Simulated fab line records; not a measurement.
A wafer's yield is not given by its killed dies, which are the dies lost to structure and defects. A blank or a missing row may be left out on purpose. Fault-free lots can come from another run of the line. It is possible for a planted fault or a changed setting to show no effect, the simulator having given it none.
What tool caused it? / flow nand_harc / 12 lots, 36 wafers sampled, at 6 steps of a route of 1302

## WHAT THE GAUGES SHOWED, per wafer
NHARC_A_M1_CD_MEAS_09: target cd 120 nm.
lot=L394; measured=day 22 22:46; on=cd_sem-03; cd_nm (nm)=120.4 120.0 120.0
lot=L400; measured=day 25 10:39; on=cd_sem-03; cd_nm (nm)=118.1 118.7 119.1
lot=L401; measured=day 26 12:59; on=cd_sem-01; cd_nm (nm)=112.9 113.7 112.5
lot=L402; measured=day 27 02:14; on=cd_sem-02; cd_nm (nm)=113.6 114.1 118.0
lot=L405; measured=day 27 07:53; on=cd_sem-02; cd_nm (nm)=120.1 119.8 120.4
lot=L410; measured=day 29 15:17; on=cd_sem-02; cd_nm (nm)=121.5 121.3 120.6
lot=L413; measured=day 30 15:23; on=cd_sem-02; cd_nm (nm)=120.6 121.4 120.7
lot=L411; measured=day 30 19:09; on=cd_sem-03; cd_nm (nm)=118.8 119.3 119.1
lot=L412; measured=day 30 23:03; on=cd_sem-01; cd_nm (nm)=119.5 119.8 119.0
lot=L415; measured=day 31 12:03; on=cd_sem-02; cd_nm (nm)=118.2 119.0 117.8
lot=L414; measured=day 31 14:56; on=cd_sem-03; cd_nm (nm)=119.8 119.4 119.6
lot=L416; measured=day 32 22:11; on=cd_sem-02; cd_nm (nm)=120.4 119.7 120.1

NHARC_END_SORT_01.
lot=L394; measured=day 24 10:16; on=prober-01; defect_limited_yield (%)=93.6 93.1 92.6; killed_at_array=41 46 47; killed_at_other=1 0 0; killed_at_periphery=1 1 3; killed_dies=43 47 50; killed_open=4 1 7; killed_short=2 3 2
lot=L401; measured=day 28 02:10; on=prober-02; defect_limited_yield (%)=89.8 92.6 89.1; killed_at_array=63 45 72; killed_at_other=2 2 0; killed_at_periphery=4 3 2; killed_dies=69 50 74; killed_open=4 5 4; killed_short=3 2 3
lot=L402; measured=day 28 13:51; on=prober-01; defect_limited_yield (%)=95.9 95.4 96.8; killed_at_array=22 21 20; killed_at_other=0 1 0; killed_at_periphery=6 9 2; killed_dies=28 31 22; killed_open=6 3 2; killed_short=2 3 3
lot=L410; measured=day 31 05:08; on=prober-01; defect_limited_yield (%)=86.9 90.1 90.5; killed_at_array=82 64 55; killed_at_other=4 0 3; killed_at_periphery=3 3 6; killed_dies=89 67 64; killed_open=3 4 2; killed_short=5 2 1
lot=L413; measured=day 32 04:50; on=prober-02; defect_limited_yield (%)=89.5 90.3 90.0; killed_at_array=64 63 66; killed_at_other=1 0 0; killed_at_periphery=6 3 2; killed_dies=71 66 68; killed_open=2 0 2; killed_short=6 1 1
lot=L411; measured=day 32 18:20; on=prober-01; defect_limited_yield (%)=88.9; killed_at_array=71; killed_at_other=1; killed_at_periphery=3; killed_dies=75; killed_open=4; killed_short=5
lot=L412; measured=day 32 08:07; on=prober-01; defect_limited_yield (%)=94.7 93.9 94.8; killed_at_array=27 27 28; killed_at_other=0 1 0; killed_at_periphery=9 13 7; killed_dies=36 41 35; killed_open=2 3 2; killed_short=6 4 2
lot=L414; measured=day 33 03:55; on=prober-02; defect_limited_yield (%)=89.7 89.8 90.0; killed_at_array=65 63 65; killed_at_other=0 1 1; killed_at_periphery=5 5 2; killed_dies=70 69 68; killed_open=4 4 2; killed_short=4 4 2

## WHICH TOOL RAN EACH LOT (tool, then ch and the chambers of the sampled wafers, then the start)
lot=L394; NHARC_A_M0_ANNEAL_30=rtp_anneal-01 ch 0, day 22 20:30; NHARC_A_M0_CMP_23=cmp-03 ch 0,2,3, day 22 20:51; NHARC_A_M1_PEB_07=litho_track-01 ch 0, day 22 22:41; NHARC_A_M1_ETCH_28=rie_diel-08 ch 1,2,3, day 24 10:16 or earlier
lot=L400; NHARC_A_M0_ANNEAL_30=rtp_anneal-01 ch 0, day 25 08:18; NHARC_A_M0_CMP_23=cmp-02 ch 0,1, day 25 08:40; NHARC_A_M1_PEB_07=litho_track-06 ch 0, day 25 10:34; NHARC_A_M1_ETCH_28=rie_diel-08 ch 0,3, no start
lot=L401; NHARC_A_M0_ANNEAL_30=rtp_anneal-01 ch 0, day 26 10:53; NHARC_A_M0_CMP_23=cmp-01 ch 1,2,3, day 26 11:14; NHARC_A_M1_PEB_07=litho_track-06 ch 0, day 26 12:54; NHARC_A_M1_ETCH_28=rie_diel-07 ch 1,2,3, day 28 02:10 or earlier
lot=L402; NHARC_A_M0_ANNEAL_30=rtp_anneal-01 ch 0, day 27 00:07; NHARC_A_M0_CMP_23=cmp-01 ch 1,2, day 27 00:26; NHARC_A_M1_PEB_07=litho_track-06 ch 0, day 27 02:10; NHARC_A_M1_ETCH_28=rie_diel-07 ch 1,2, day 28 13:51 or earlier
lot=L405; NHARC_A_M0_ANNEAL_30=rtp_anneal-01 ch 0, day 27 05:40; NHARC_A_M0_CMP_23=cmp-01 ch 0,1,2, day 27 06:01; NHARC_A_M1_PEB_07=litho_track-01 ch 0, day 27 07:49; NHARC_A_M1_ETCH_28=rie_diel-08 ch 1,2,3, no start
lot=L410; NHARC_A_M0_ANNEAL_30=rtp_anneal-02 ch 0, day 29 13:11; NHARC_A_M0_CMP_23=cmp-03 ch 0,1,3, day 29 13:30; NHARC_A_M1_PEB_07=litho_track-01 ch 0, day 29 15:12; NHARC_A_M1_ETCH_28=rie_diel-08 ch 1,2,3, day 31 05:08 or earlier
lot=L413; NHARC_A_M0_ANNEAL_30=rtp_anneal-01 ch 0, day 30 13:13; NHARC_A_M0_CMP_23=cmp-01 ch 0,1,2, day 30 13:35; NHARC_A_M1_PEB_07=litho_track-01 ch 0, day 30 15:18; NHARC_A_M1_ETCH_28=rie_diel-12 ch 0,1,3, day 32 04:50 or earlier
lot=L411; NHARC_A_M0_ANNEAL_30=rtp_anneal-01 ch 0, day 30 17:04; NHARC_A_M0_CMP_23=cmp-02 ch 1,2,3, day 30 17:29; NHARC_A_M1_PEB_07=litho_track-06 ch 0, day 30 19:04; NHARC_A_M1_ETCH_28=rie_diel-12 ch 1,2,3, day 32 18:20 or earlier
lot=L412; NHARC_A_M0_ANNEAL_30=rtp_anneal-01 ch 0, day 30 20:53; NHARC_A_M0_CMP_23=cmp-03 ch 0,1,3, day 30 21:12; NHARC_A_M1_PEB_07=litho_track-06 ch 0, day 30 22:58; NHARC_A_M1_ETCH_28=rie_diel-08 ch 0,1,3, day 32 08:07 or earlier
lot=L415; NHARC_A_M0_ANNEAL_30=rtp_anneal-01 ch 0, day 31 09:52; NHARC_A_M0_CMP_23=cmp-01 ch 0,1,3, day 31 10:16; NHARC_A_M1_PEB_07=litho_track-06 ch 0, day 31 11:58; NHARC_A_M1_ETCH_28=rie_diel-08 ch 0,3, no start
lot=L414; NHARC_A_M0_ANNEAL_30=rtp_anneal-02 ch 0, day 31 12:45; NHARC_A_M0_CMP_23=cmp-01 ch 0,1,2, day 31 13:02; NHARC_A_M1_PEB_07=litho_track-01 ch 0, day 31 14:52; NHARC_A_M1_ETCH_28=rie_diel-12 ch 1,2, day 33 03:55 or earlier
lot=L416; NHARC_A_M0_ANNEAL_30=rtp_anneal-02 ch 0, day 32 20:01; NHARC_A_M0_CMP_23=cmp-02 ch 2,3, day 32 20:19; NHARC_A_M1_PEB_07=litho_track-04 ch 0, day 32 22:06; NHARC_A_M1_ETCH_28=rie_diel-12 ch 1,3, no start
- NHARC_A_M0_ANNEAL_30: time 90 s.
- NHARC_A_M0_CMP_23: polishes, t overpolish 20 s, target thk 113.75 nm.
- NHARC_A_M1_PEB_07: peb time 65 s.
- NHARC_A_M1_ETCH_28: etches the open film in CF4/N2, target depth 30 nm, time 72.99 s.

## AS READ BY THE TOOLS THEMSELVES (means over the sampled wafers that have a number; for cases with no such wafer, the mark the record gives instead)
NHARC_A_M0_ANNEAL_30.
lot=L394 tool=rtp_anneal-01 wafer_temp_C_max=226.20
lot=L400 tool=rtp_anneal-01 wafer_temp_C_max=226.26
lot=L401 tool=rtp_anneal-01 wafer_temp_C_max=226.11
lot=L402 tool=rtp_anneal-01 wafer_temp_C_max=226.10
lot=L405 tool=rtp_anneal-01 wafer_temp_C_max=226.06
lot=L410 tool=rtp_anneal-02 wafer_temp_C_max=225.62
lot=L413 tool=rtp_anneal-01 wafer_temp_C_max=226.22
lot=L411 tool=rtp_anneal-01 wafer_temp_C_max=226.24
lot=L412 tool=rtp_anneal-01 wafer_temp_C_max=226.14
lot=L415 tool=rtp_anneal-01 wafer_temp_C_max=226.11
lot=L414 tool=rtp_anneal-02 wafer_temp_C_max=225.88
lot=L416 tool=rtp_anneal-02 wafer_temp_C_max=225.66

NHARC_A_M0_CMP_23.
lot=L394; tool=cmp-03; motor_current_A (A)=11.7; slurry_filter_dp_kPa (kPa)=13.46; time_to_endpoint_s (s)=28.4
lot=L400; tool=cmp-02; motor_current_A (A)=11.1; slurry_filter_dp_kPa (kPa)=13.52; time_to_endpoint_s (s)=27.7
lot=L401; tool=cmp-01; motor_current_A (A)=12.2; slurry_filter_dp_kPa (kPa)=13.59; time_to_endpoint_s (s)=26.8
lot=L402; tool=cmp-01; motor_current_A (A)=12.7; slurry_filter_dp_kPa (kPa)=13.56; time_to_endpoint_s (s)=27.9
lot=L405; tool=cmp-01; motor_current_A (A)=12.6; slurry_filter_dp_kPa (kPa)=13.57; time_to_endpoint_s (s)=25.2
lot=L410; tool=cmp-03; motor_current_A (A)=11.8; slurry_filter_dp_kPa (kPa)=13.45; time_to_endpoint_s (s)=31.3
lot=L413; tool=cmp-01; motor_current_A (A)=13.0; slurry_filter_dp_kPa (kPa)=13.61; time_to_endpoint_s (s)=29.2
lot=L411; tool=cmp-02; motor_current_A (A)=12.6; slurry_filter_dp_kPa (kPa)=13.55; time_to_endpoint_s (s)=31.8
lot=L412; tool=cmp-03; motor_current_A (A)=11.4; slurry_filter_dp_kPa (kPa)=13.66; time_to_endpoint_s (s)=31.9
lot=L415; tool=cmp-01; motor_current_A (A)=12.0; slurry_filter_dp_kPa (kPa)=13.41; time_to_endpoint_s (s)=28.5
lot=L414; tool=cmp-01; motor_current_A (A)=12.8; slurry_filter_dp_kPa (kPa)=13.55; time_to_endpoint_s (s)=29.6
lot=L416; tool=cmp-02; motor_current_A (A)=12.5; slurry_filter_dp_kPa (kPa)=13.61; time_to_endpoint_s (s)=31.1

NHARC_A_M1_PEB_07.
lot=L394; tool=litho_track-01; exhaust_pa (Pa)=43.6; heater_power_total_W (W)=156.7
lot=L400; tool=litho_track-06; exhaust_pa (Pa)=45.0; heater_power_total_W (W)=156.8
lot=L401; tool=litho_track-06; exhaust_pa (Pa)=45.3; heater_power_total_W (W)=169.2
lot=L402; tool=litho_track-06; exhaust_pa (Pa)=45.1; heater_power_total_W (W)=164.8
lot=L405; tool=litho_track-01; exhaust_pa (Pa)=46.9; heater_power_total_W (W)=156.5
lot=L410; tool=litho_track-01; exhaust_pa (Pa)=46.2; heater_power_total_W (W)=156.4
lot=L413; tool=litho_track-01; exhaust_pa (Pa)=46.2; heater_power_total_W (W)=156.9
lot=L411; tool=litho_track-06; exhaust_pa (Pa)=45.3; heater_power_total_W (W)=156.6
lot=L412; tool=litho_track-06; exhaust_pa (Pa)=45.2; heater_power_total_W (W)=156.7
lot=L415; tool=litho_track-06; exhaust_pa (Pa)=45.6; heater_power_total_W (W)=156.8
lot=L414; tool=litho_track-01; exhaust_pa (Pa)=45.2; heater_power_total_W (W)=156.7
lot=L416; tool=litho_track-04; exhaust_pa (Pa)=45.1; heater_power_total_W (W)=156.4

NHARC_A_M1_ETCH_28.
lot=L394; tool=rie_diel-08; chamber_pressure_mTorr (mTorr)=30.019; drypump_motor_current_A (A)=6.3; oes_product_au (a.u.)=0.990; rf_vpp_V (V)=314.0; showerhead_plenum_p_Torr (Torr)=2.60; throttle_valve_pct (%)=19.789
lot=L400; tool=rie_diel-08; chamber_pressure_mTorr (mTorr)=29.960; drypump_motor_current_A (A)=6.3; oes_product_au (a.u.)=0.995; rf_vpp_V (V)=311.8; showerhead_plenum_p_Torr (Torr)=2.49; throttle_valve_pct (%)=19.803
lot=L401; tool=rie_diel-07; chamber_pressure_mTorr (mTorr)=29.999; drypump_motor_current_A (A)=5.6; oes_product_au (a.u.)=0.990; rf_vpp_V (V)=313.9; showerhead_plenum_p_Torr (Torr)=2.62; throttle_valve_pct (%)=19.787
lot=L402; tool=rie_diel-07; chamber_pressure_mTorr (mTorr)=30.004; drypump_motor_current_A (A)=5.3; oes_product_au (a.u.)=0.984; rf_vpp_V (V)=314.1; showerhead_plenum_p_Torr (Torr)=2.63; throttle_valve_pct (%)=19.797
lot=L405; tool=rie_diel-08; chamber_pressure_mTorr (mTorr)=29.995; drypump_motor_current_A (A)=6.4; oes_product_au (a.u.)=0.987; rf_vpp_V (V)=314.3; showerhead_plenum_p_Torr (Torr)=2.60; throttle_valve_pct (%)=19.786
lot=L410; tool=rie_diel-08; chamber_pressure_mTorr (mTorr)=30.019; drypump_motor_current_A (A)=6.4; oes_product_au (a.u.)=1.005; rf_vpp_V (V)=313.7; showerhead_plenum_p_Torr (Torr)=2.60; throttle_valve_pct (%)=19.795
lot=L413; tool=rie_diel-12; chamber_pressure_mTorr (mTorr)=30.009; drypump_motor_current_A (A)=6.3; oes_product_au (a.u.)=1.005; rf_vpp_V (V)=313.7; showerhead_plenum_p_Torr (Torr)=2.65; throttle_valve_pct (%)=19.803
lot=L411; tool=rie_diel-12; chamber_pressure_mTorr (mTorr)=30.002; drypump_motor_current_A (A)=6.2; oes_product_au (a.u.)=1.003; rf_vpp_V (V)=314.4; showerhead_plenum_p_Torr (Torr)=2.62; throttle_valve_pct (%)=19.810
lot=L412; tool=rie_diel-08; chamber_pressure_mTorr (mTorr)=30.005; drypump_motor_current_A (A)=6.1; oes_product_au (a.u.)=0.995; rf_vpp_V (V)=312.9; showerhead_plenum_p_Torr (Torr)=2.56; throttle_valve_pct (%)=19.798
lot=L415; tool=rie_diel-08; chamber_pressure_mTorr (mTorr)=30.005; drypump_motor_current_A (A)=6.0; oes_product_au (a.u.)=0.989; rf_vpp_V (V)=312.8; showerhead_plenum_p_Torr (Torr)=2.53; throttle_valve_pct (%)=19.797
lot=L414; tool=rie_diel-12; chamber_pressure_mTorr (mTorr)=29.997; drypump_motor_current_A (A)=6.2; oes_product_au (a.u.)=0.992; rf_vpp_V (V)=313.2; showerhead_plenum_p_Torr (Torr)=2.61; throttle_valve_pct (%)=19.791
lot=L416; tool=rie_diel-12; chamber_pressure_mTorr (mTorr)=30.007; drypump_motor_current_A (A)=6.5; oes_product_au (a.u.)=0.986; rf_vpp_V (V)=313.8; showerhead_plenum_p_Torr (Torr)=2.62; throttle_valve_pct (%)=19.790

## THE ANSWER, worked out from the rows above alone
Rule: what is usual is taken from the lots themselves. The widest of any qualifying gaps counts: lots, ordered by their means at a reading, are off when they make up no more than a third of the lots, leave a main group of 4 or more, and stand apart from it by 3 or more times the standard deviation of that group's means. The tables above print the reading to a certain number of digits; a main group whose means all agree to those digits is not used. A lot without any number at a reading at which 4 lots or more have one is off too. The other lots that the step has rows for count as sound. The gauges are gone through in route order, then the tools' own readings, and for those a lot's mean is taken as printed above. At the first step where some lot is off, the reading lying furthest off is the one used; lots without a number count as furthest.
Off: L401, L402 (NHARC_A_M1_CD_MEAS_09, cd_nm). Mean 119.7 nm and standard deviation 0.86 in the main group.
A tool fits if, at a process step before that reading, it ran every lot that is off, and no sound lot after the first of them. Not tried: the gauges at NHARC_A_M1_CD_MEAS_09; whatever is off there is also off at NHARC_A_M1_PEB_07, on other tools, and gauge error can't account for it. Of those tried, none fits.

## WHAT THE SIMULATOR HAD INSERTED
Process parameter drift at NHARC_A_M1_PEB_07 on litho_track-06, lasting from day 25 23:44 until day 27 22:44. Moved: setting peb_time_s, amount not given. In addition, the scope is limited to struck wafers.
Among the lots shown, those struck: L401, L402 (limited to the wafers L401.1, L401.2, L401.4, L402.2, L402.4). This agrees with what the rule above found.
